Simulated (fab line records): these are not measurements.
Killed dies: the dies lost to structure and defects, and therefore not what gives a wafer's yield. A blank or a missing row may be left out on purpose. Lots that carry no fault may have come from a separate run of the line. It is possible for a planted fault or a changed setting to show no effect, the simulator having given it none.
fab line records	flow n5-finfet
record lots=7	wafers=21
route steps=1938 shown BEOL_M12@1656 BEOL_M13@1696 BEOL_M14@1770 BEOL_M15@1776 MIM_BOT_LITHO@1858 MIM_BOT_ETCH@1866
start-h: the number of hours between the record's first day and the start of the first shown wafer of the lot	wait-h: hours elapsed since this lot's preceding step	" as in the row above	L1.1+2: a single row standing in for several wafers	- no value present, or no start provided	* or withheld: withheld	< > ~ a bound
route shown NAME@n: NAME is a module with steps in the file, n the number in the route of the first one	usual: mean/standard deviation taken from wafers without a fault	same: alike in all rows	chamber/n: place in a boat	sites: each site's reading	_std_site: the standard deviation of these	_edge_site: outer sites' mean less inner sites'	radius-mm: how far each site lies from the wafer's centre	mask NAME#n: copy n	behind: the tool/chamber that last shaped the wafer	hold: reason for holding the lot/hours on hold/outcome of the hold	device: whichever transistor did not switch (one of n, p or np)	end of line: tests of these same wafers at the route's end	step lacking rows: just its recipe	killed: not the wafer's yield, but the dies lost to structure and defects at the first sort	map: per-die view of a wafer (x killed, . not killed, _ where there is no die)
set.NAME: the setting that was run; set.NAME@STEP: the one run at that earlier step	model.NAME: the simulator's own value behind a step, which no gauge read
lots where settings were altered on purpose, with a table for each step and a row for each wafer
## steps
# step N5_BEOL_M12_DEP_53
# recipe material=SiCN	target-thk-a=300	temp-c=withheld	precursor=3MS/NH3	pressure-torr=3	rf-w=675	time-s=10.5
lot.wafer	tool	chamber	start-h	wait-h	set.time-s	model.SiCN_of_BEOL_M12_DEP_53.thk-nm
L078.1	pecvd-04	0	259.12	0.0	10.5	30.2
L078.5+6	"	1,0	"	"	10.96	31.8
L077.2	pecvd-01	0	259.89	0.0	10.5	29.2
L077.4	"	1	"	"	10.5	30.4
L077.6	"	1	"	"	10.5	29.8
L079.4	pecvd-04	0	275.03	0.0	10.5	30.6
L079.5	"	1	"	"	10.5	30.4
L079.6	"	2	"	"	10.5	30
L082.1	pecvd-01	1	284.35	0.0	10.92	31
L082.4	"	0	"	"	10.5	29.8
L082.6	"	0	"	"	10.92	31.6
L084.3	pecvd-01	2	293.21	0.0	11.39	32
L084.4	"	1	"	"	10.5	30
L084.5	"	0	"	"	10.5	29.6
L086.2	pecvd-03	0	322.32	0.0	9.174	25.8
L086.3	"	2	"	"	10.5	29.6
L086.4	"	0	"	"	9.174	25.6
L089.1	pecvd-04	1	325.47	0.0	10.5	30.2
L089.3	"	0	"	"	10.5	29.8
L089.5	"	1	"	"	10.5	30.8
# step N5_BEOL_M13_TRENCH_ETCH_34
# recipe chemistry=C4F8/O2/Ar	target=SiOC	target-depth-a=4134.7	mask-material=SOC	pressure-mtorr=30	source-w=3000	bias-w=700	Ar_flow_sccm=400	C4F8_flow_sccm=15	O2_flow_sccm=8	he-inner-torr=15	he-outer-torr=30	time-s=162.6	ion-energy-ev=250
lot.wafer	tool	chamber	start-h	wait-h	set.time-s	model.etch.depth-nm
L078.1	rie-diel-05	3	261.27	0.0	162.6	414
L078.5	"	3	"	"	194.5	499.6
L078.6	"	2	"	"	194.5	504.8
L077.2	rie-diel-05	0	262.25	0.0	130.5	338.3
L077.4	"	2	"	"	162.6	419.8
L077.6	"	1	"	"	162.6	411.8
L079.4	rie-diel-06	1	277.17	0.0	162.6	412.4
L079.5	"	3	"	"	162.6	411.1
L079.6	"	2	"	"	162.6	408.9
L082.1	rie-diel-01	0	286.55	0.0	162.6	410.3
L082.4	"	0	"	"	198.6	500
L082.6	"	3	"	"	162.6	406.8
L084.3	rie-diel-06	1	295.57	0.0	162.6	410.9
L084.4	"	3	"	"	173.9	442.9
L084.5	"	0	"	"	173.9	445
L086.2	rie-diel-06	1	324.33	0.0	198.4	499.9
L086.3	"	0	"	"	162.6	413
L086.4	"	3	"	"	198.4	505
L089.1	rie-diel-05	1	327.62	0.0	162.6	414.1
L089.3	"	3	"	"	181	469.2
L089.5	"	2	"	"	162.6	418.6
# step N5_BEOL_M13_STRIP_70
# recipe chemistry=C4F8/O2/Ar	resist=SiARC	rf-frequency-hz=6e+07
# step N5_BEOL_M13_OCD_MEAS_35
# usual trench-depth-nm=413/4.7
lot.wafer	tool	chamber	start-h	wait-h	set.time-s@BEOL_M13_TRENCH_ETCH_34	trench-depth-nm
L078.1	ocd-02	-	261.44	0.0	162.6	414
L078.5	"	-	"	"	194.5	500
L078.6	"	-	"	"	194.5	505
L077.2	ocd-01	-	262.43	0.0	130.5	338
L077.4	"	-	"	"	162.6	420
L077.6	"	-	"	"	162.6	411
L079.4	ocd-02	-	277.35	0.0	162.6	412
L079.5	"	-	"	"	162.6	411
L079.6	"	-	"	"	162.6	409
L082.1	ocd-02	-	286.73	0.0	162.6	411
L082.4	"	-	"	"	198.6	500
L082.6	"	-	"	"	162.6	407
L084.3	ocd-02	-	295.74	0.0	162.6	410
L084.4	"	-	"	"	173.9	443
L084.5	"	-	"	"	173.9	445
L086.2	ocd-02	-	324.51	0.0	198.4	500
L086.3	"	-	"	"	162.6	412
L086.4	"	-	"	"	198.4	505
L089.1	ocd-02	-	327.80	0.0	162.6	414
L089.3	"	-	"	"	181	469
L089.5	"	-	"	"	162.6	419
# step N5_BEOL_M13_STRIP_37
# recipe chemistry=N2/H2	power-w=1000	temp-c=250	h2-frac=0.65	overash-fraction=0.3	pressure-mtorr=withheld	n2-flow-sccm=1750	h2-flow-sccm=3250
# step N5_BEOL_M13_ETCH_38
# recipe chemistry=CF4/N2	target=SiCN	target-depth-a=675	taper-deg=2	time-s=71.9	ion-energy-ev=150	mask-material=SiO2	pressure-mtorr=40	source-w=430	bias-w=70	Ar_flow_sccm=100	cf4-flow-sccm=60	n2-flow-sccm=60
# step N5_BEOL_M13_ECD_47
# recipe material=Cu	target-thk-a=9360
# step N5_BEOL_M13_ANNEAL_48
# recipe temp-c=225	time-s=90	ambient=N2
# step N5_BEOL_M13_CMP_49
# recipe stop-on=SiOC	t-overpolish-s=17.1	down-force-psi=1	platen-rpm=50	clearing-platen-down-force-psi=1.5	clearing-platen-rpm=50	post-cmp-clean=cu-alkaline	target-thk-nm=420	clearing-platen-pad-velocity-m-s=0.99484	pad-velocity-m-s=0.99484
lot.wafer	tool	chamber	start-h	wait-h	set.time-s@BEOL_M13_TRENCH_ETCH_34	model.Cu_of_BEOL_M13_ECD_47.thk-nm
L078.1	cmp-03	0	264.56	0.4	162.6	421.8
L078.5	"	1	"	"	194.5	505
L078.6	"	2	"	"	194.5	511.4
L077.2	cmp-04	3	267.42	0.2	130.5	346
L077.4	"	0	"	"	162.6	426.4
L077.6	"	2	"	"	162.6	418.6
L079.4	cmp-02	1	279.77	0.6	162.6	418
L079.6	"	1	"	"	162.6	415.2
L079.5	"	2	"	"	162.6	417
L082.4	cmp-03	1	288.01	0.1	198.6	504.2
L082.1	"	3	"	"	162.6	417.6
L082.6	"	2	"	"	162.6	412.6
L084.4	cmp-03	0	299.22	0.2	173.9	450.6
L084.3	"	1	"	"	162.6	416.8
L084.5	"	0	"	"	173.9	452.8
L086.4	cmp-04	0	328.63	0.2	198.4	513
L086.2	"	1	"	"	198.4	505.6
L086.3	"	2	"	"	162.6	421.4
L089.1	cmp-02	0	329.00	0.3	162.6	420.2
L089.3	"	3	"	"	181	474.8
L089.5	"	0	"	"	162.6	424
# step N5_BEOL_M13_THK_MEAS_50
# recipe thk-meas-gauge=xrf	reads=Cu_of_BEOL_M13_ECD_47
# usual M13_THK=415/6.7
lot.wafer	tool	chamber	start-h	wait-h	set.time-s@BEOL_M13_TRENCH_ETCH_34	M13_THK[nm]
L078.1	film-metro-01	-	264.74	-	162.6	413
L078.5	"	-	"	"	194.5	495
L078.6	"	-	"	"	194.5	499
L077.2	film-metro-02	-	267.68	-	130.5	343
L077.4	"	-	"	"	162.6	424
L077.6	"	-	"	"	162.6	415
L079.4	film-metro-02	-	280.07	-	162.6	416
L079.5	"	-	"	"	162.6	414
L079.6	"	-	"	"	162.6	413
L082.1	film-metro-02	-	288.30	-	162.6	418
L082.4	"	-	"	"	198.6	506
L082.6	"	-	"	"	162.6	414
L084.3	film-metro-01	-	299.48	-	162.6	414
L084.4	"	-	"	"	173.9	445
L084.5	"	-	"	"	173.9	453
L086.2	film-metro-01	-	328.88	-	198.4	493
L086.3	"	-	"	"	162.6	411
L086.4	"	-	"	"	198.4	498
L089.1	film-metro-01	-	329.43	-	162.6	413
L089.3	"	-	"	"	181	464
L089.5	"	-	"	"	162.6	414
# step N5_BEOL_M13_PRE_CLEAN_52
# recipe gas=NH3	time-s=15	temp-c=withheld	rf-power-w=300
# step N5_BEOL_M13_DEP_53
# recipe material=SiCN	target-thk-a=500	temp-c=withheld	precursor=3MS/NH3	pressure-torr=3	rf-w=675	time-s=17.8
# step N5_BEOL_M13_RS_MEAS_54
# recipe thk-meas-gauge=four-point-probe	reads=Cu_of_BEOL_M13_ECD_47+Ta_of_BEOL_M13_SPUTTER_44+TaN_of_BEOL_M13_SPUTTER_43
# usual M13_RS=0.0450/0.00056
lot.wafer	tool	chamber	start-h	wait-h	set.time-s@BEOL_M13_TRENCH_ETCH_34	M13_RS[ohm/sq]
L078.1	film-metro-01	-	264.87	0.0	162.6	0.0447
L078.5	"	-	"	"	194.5	0.0371
L078.6	"	-	"	"	194.5	0.0367
L077.2	film-metro-01	-	267.81	0.1	130.5	0.0547
L077.4	"	-	"	"	162.6	0.0441
L077.6	"	-	"	"	162.6	0.0450
L079.4	film-metro-02	-	280.19	0.0	162.6	0.0453
L079.5	"	-	"	"	162.6	0.0453
L079.6	"	-	"	"	162.6	0.0455
L082.1	film-metro-02	-	288.43	0.0	162.6	0.0452
L082.4	"	-	"	"	198.6	0.0373
L082.6	"	-	"	"	162.6	0.0457
L084.3	film-metro-02	-	299.61	0.1	162.6	0.0454
L084.4	"	-	"	"	173.9	0.0418
L084.5	"	-	"	"	173.9	0.0417
L086.2	film-metro-01	-	329.01	0.1	198.4	0.0371
L086.3	"	-	"	"	162.6	0.0448
L086.4	"	-	"	"	198.4	0.0367
L089.1	film-metro-01	-	329.56	0.1	162.6	0.0449
L089.3	"	-	"	"	181	0.0396
L089.5	"	-	"	"	162.6	0.0445
# step N5_BEOL_M14_DEP_53
# recipe material=SiCN	target-thk-a=500	temp-c=withheld	precursor=3MS/NH3	pressure-torr=3	rf-w=675	time-s=17.8
lot.wafer	tool	chamber	start-h	wait-h	set.time-s	model.SiCN_of_BEOL_M14_DEP_53.thk-nm
L078.1	pecvd-04	2	268.83	0.0	16.49	46
L078.5	"	2	"	"	16.49	47.4
L078.6	"	1	"	"	17.8	49.8
L077.2	pecvd-02	0	274.20	0.0	16.23	45
L077.4	"	2	"	"	16.23	45.6
L077.6	"	1	"	"	17.8	50.2
L079.4	pecvd-04	2	287.07	0.0	17.8	50
L079.5	"	0	"	"	17.8	49.6
L079.6	"	1	"	"	17.8	49.8
L082.1	pecvd-04	1	293.22	0.0	17.8	48.8
L082.4	"	1	"	"	17.8	50.2
L082.6	"	2	"	"	17.8	50.8
L084.3	pecvd-02	1	308.34	0.0	17.8	49.8
L084.4+5	"	2,0	"	"	17.8	49.6
L086.2+4	pecvd-03	1,2	333.25	0.0	17.8	49.2
L086.3	"	2	"	"	17.8	48.4
L089.1	pecvd-02	1	333.79	0.0	16.37	45.2
L089.3	"	0	"	"	17.8	49.4
L089.5	"	1	"	"	17.8	50
# step N5_BEOL_M15_COAT_04
# recipe spin-rpm=1704	resist-thk-nm=800
lot.wafer	tool	chamber	start-h	wait-h	set.spin-rpm	model.coat_of_BEOL_M15_COAT_04.thk-nm
L078.1	litho-track-04	0	-	-	1704	799.2
L078.5	"	0	"	"	1627	816.6
L078.6	"	0	"	"	1704	798.8
L077.2	litho-track-03	0	-	-	1704	804.4
L077.4	"	0	"	"	1704	803
L077.6	"	0	"	"	1704	802.6
L079.4	litho-track-02	0	-	-	1704	800.8
L079.5	"	0	"	"	1704	801.4
L079.6	"	0	"	"	1704	801.6
L082.1	litho-track-04	0	-	-	1854	768.8
L082.4	"	0	"	"	1704	799.2
L082.6	"	0	"	"	1704	800.2
L084.3	litho-track-02	0	-	-	1704	800.8
L084.4	"	0	"	"	1704	799.2
L084.5	"	0	"	"	1562	835
L086.2	litho-track-04	0	-	-	1830	776
L086.3	"	0	"	"	1704	803.8
L086.4	"	0	"	"	1704	804.6
L089.1	litho-track-02	0	-	-	1834	771.4
L089.3	"	0	"	"	1704	798.4
L089.5	"	0	"	"	1834	768.4
# step N5_BEOL_M15_EBR_06
# recipe solvent=PGMEA	ebr-width-mm=1.5
# step N5_BEOL_M15_SOFTBAKE_05
# recipe temp-c=130	time-s=60
# step N5_BEOL_M15_DESCUM_15
# recipe chemistry=O2	time-s=7.9	source-power-w=50	bias-power-w=20	pressure-mtorr=20	rf-frequency-hz=2.712e+07	temp-c=40	o2-flow-sccm=225
# step N5_BEOL_M15_ETCH_59
# recipe chemistry=N2/H2	target=BARC	target-depth-a=890	overetch-a=267	time-s=67.9	ion-energy-ev=200	pressure-mtorr=30	source-w=840	bias-w=150	n2-flow-sccm=200	h2-flow-sccm=200
# step N5_BEOL_M15_VIA_ETCH_16
# recipe chemistry=C4F8/O2/Ar	target=SiO2	he-inner-torr=15	he-outer-torr=30	target-depth-a=17922	time-s=withheld	ion-energy-ev=800	pressure-mtorr=20	source-w=1905	bias-w=2040	Ar_flow_sccm=400	C4F8_flow_sccm=16	O2_flow_sccm=12	ends=cleared
lot.wafer	tool	chamber	start-h	wait-h	set.spin-rpm@BEOL_M15_COAT_04	model.coat_of_BEOL_M15_COAT_04.thk-nm
L078.1	rie-diel-01	2	269.68	0.0	1704	345.6
L078.5	"	2	"	"	1627	351.4
L078.6	"	3	"	"	1704	340.6
L077.2	rie-diel-06	1	275.18	0.0	1704	338.4
L077.4	"	0	"	"	1704	341.6
L077.6	"	1	"	"	1704	333.6
L079.4	rie-diel-06	3	288.03	0.1	1704	326
L079.5	"	1	"	"	1704	326.4
L079.6	"	0	"	"	1704	337.2
L082.1	rie-diel-06	3	294.08	0.0	1854	300
L082.4	"	3	"	"	1704	323.2
L082.6	"	0	"	"	1704	331.6
L084.3	rie-diel-01	1	309.37	0.0	1704	334.8
L084.4	"	0	"	"	1704	336.6
L084.5	"	3	"	"	1562	366.2
L086.2	rie-diel-01	3	334.23	0.0	1830	313.2
L086.3	"	2	"	"	1704	345
L086.4	"	3	"	"	1704	335
L089.1	rie-diel-05	2	334.72	0.0	1834	300.6
L089.3	"	3	"	"	1704	327.2
L089.5	"	2	"	"	1834	288
# step N5_MIM_BOT_LITHO_EXPOSE_05
# recipe mask-id=MIM_BOT	na=0.55	source-shape=conventional	sigma-outer=0.8	polarization=unpolarized	dose-mj=24.25
lot.wafer	tool	chamber	start-h	wait-h	mask	set.dose-mj
L078.1+6	krf-scanner-02	0	280.46	-	MIM_BOT#0	24.25
L078.5	"	0	"	"	MIM_BOT#0	23.42
L077.2	krf-scanner-01	0	283.62	-	MIM_BOT#0	25.49
L077.4+6	"	0	"	"	MIM_BOT#0	24.25
L079.4+5+6	krf-scanner-02	0	297.14	-	MIM_BOT#0	24.25
L082.1+6	krf-scanner-02	0	305.65	-	MIM_BOT#0	23.37
L082.4	"	0	"	"	MIM_BOT#0	24.25
L084.3+4+5	krf-scanner-01	0	321.59	-	MIM_BOT#0	24.25
L086.2+3	krf-scanner-01	0	341.83	-	MIM_BOT#0	24.25
L086.4	"	0	"	"	MIM_BOT#0	25.3
L089.1+3	krf-scanner-02	0	345.93	-	MIM_BOT#0	23
L089.5	"	0	"	"	MIM_BOT#0	24.25
# step N5_MIM_BOT_LITHO_PEB_06
# recipe peb-temp-c=withheld	peb-time-s=*
# step N5_MIM_BOT_LITHO_DEVELOP_07
# recipe develop-time-s=60	rinse-liquid=diw	dry=air-spin	dev-temp-c=21
# step N5_MIM_BOT_LITHO_HARDBAKE_09
# recipe temp-c=130	time-s=120
# step N5_MIM_BOT_LITHO_CD_MEAS_08
# recipe target-cd-nm=3000	landing-energy-ev=500	detector=se-inlens	polarity=opening
# usual cd-nm=3000.0/1.8
lot.wafer	tool	chamber	start-h	wait-h	set.dose-mj@MIM_BOT_LITHO_EXPOSE_05	cd-nm
L078.1	cd-sem-01	0	280.63	-	24.25	2998.7
L078.5	"	0	"	"	23.42	2995.3
L078.6	"	0	"	"	24.25	2998.0
L077.2	cd-sem-02	0	283.79	-	25.49	3007.7
L077.4	"	0	"	"	24.25	2995.7
L077.6	"	0	"	"	24.25	2997.6
L079.4	cd-sem-03	0	297.30	-	24.25	2998.8
L079.5	"	0	"	"	24.25	2999.0
L079.6	"	0	"	"	24.25	2999.9
L082.1	cd-sem-03	0	305.82	-	23.37	2994.7
L082.4	"	0	"	"	24.25	2997.6
L082.6	"	0	"	"	23.37	2992.9
L084.3	cd-sem-03	0	321.76	-	24.25	2999.8
L084.4	"	0	"	"	24.25	3001.0
L084.5	"	0	"	"	24.25	2998.3
L086.2	cd-sem-02	0	342.00	-	24.25	2998.1
L086.3	"	0	"	"	24.25	2998.2
L086.4	"	0	"	"	25.3	3008.4
L089.1	cd-sem-03	0	346.11	-	23	2991.8
L089.3	"	0	"	"	23	2993.3
L089.5	"	0	"	"	24.25	3001.5
# step N5_MIM_BOT_ETCH_ETCH_04
# recipe chemistry=CF4/O2	target=SiNx	target-depth-a=260	time-s=13	ion-energy-ev=100	pressure-mtorr=40	source-w=535	bias-w=49	Ar_flow_sccm=100	cf4-flow-sccm=100	O2_flow_sccm=10
lot.wafer	tool	chamber	start-h	wait-h	set.time-s	model.etch.depth-nm
L078.1	rie-diel-04	3	280.79	0.0	13	26.08
L078.5	"	3	"	"	13	26.14
L078.6	"	1	"	"	13	25.85
L077.2+6	rie-diel-04	0	283.96	0.0	12.13	24.21
L077.4	"	1	"	"	13	25.65
L079.4	rie-diel-04	0	297.45	0.0	13	26.4
L079.5	"	3	"	"	13	26.26
L079.6	"	2	"	"	13	26.54
L082.1	rie-diel-03	3	305.99	0.0	13	25.25
L082.4	"	2	"	"	13	26.62
L082.6	"	1	"	"	13	25.95
L084.3	rie-diel-03	1	321.91	0.0	14.01	27.77
L084.4	"	3	"	"	13	25.12
L084.5	"	0	"	"	13	25.21
L086.2	rie-diel-02	3	342.15	0.0	13	25.19
L086.3	"	2	"	"	13	24.67
L086.4	"	0	"	"	13	25.82
L089.1	rie-diel-02	1	346.26	0.0	13	26.74
L089.3	"	3	"	"	10.2	19.68
L089.5	"	1	"	"	10.2	20.74
## key
split step=N5_BEOL_M12_DEP_53	setting=time-s	stated=10.5	by=wafer
response step=N5_BEOL_M12_DEP_53	reading=model.SiCN_of_BEOL_M12_DEP_53.thk-nm	change=+0.304	per=1%	r=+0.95
split step=N5_BEOL_M13_TRENCH_ETCH_34	setting=time-s	stated=162.6	by=wafer
response step=N5_BEOL_M13_TRENCH_ETCH_34	reading=model.etch.depth-nm	change=+4.2	per=1%	r=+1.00
response step=N5_BEOL_M13_OCD_MEAS_35	reading=trench-depth-nm	change=+4.2	per=1%	r=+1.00
response step=N5_BEOL_M13_CMP_49	reading=model.Cu_of_BEOL_M13_ECD_47.thk-nm	change=+4.13	per=1%	r=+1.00
response step=N5_BEOL_M13_THK_MEAS_50	reading=M13_THK	change=+4.07	per=1%	r=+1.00
response step=N5_BEOL_M13_RS_MEAS_54	reading=M13_RS	change=-0.000412	per=1%	r=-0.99
split step=N5_BEOL_M14_DEP_53	setting=time-s	stated=17.8	by=wafer
response step=N5_BEOL_M14_DEP_53	reading=model.SiCN_of_BEOL_M14_DEP_53.thk-nm	change=+0.52	per=1%	r=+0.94
split step=N5_BEOL_M15_COAT_04	setting=spin-rpm	stated=1704	by=wafer
response step=N5_BEOL_M15_COAT_04	reading=model.coat_of_BEOL_M15_COAT_04.thk-nm	change=-3.82	per=1%	r=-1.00
response step=N5_BEOL_M15_VIA_ETCH_16	reading=model.coat_of_BEOL_M15_COAT_04.thk-nm	change=-3.5	per=1%	r=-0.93
split step=N5_MIM_BOT_LITHO_EXPOSE_05	setting=dose-mj	stated=24.25	by=wafer
response step=N5_MIM_BOT_LITHO_CD_MEAS_08	reading=cd-nm	change=+1.78	per=1%	r=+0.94
split step=N5_MIM_BOT_ETCH_ETCH_04	setting=time-s	stated=13	by=wafer
response step=N5_MIM_BOT_ETCH_ETCH_04	reading=model.etch.depth-nm	change=+0.299	per=1%	r=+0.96
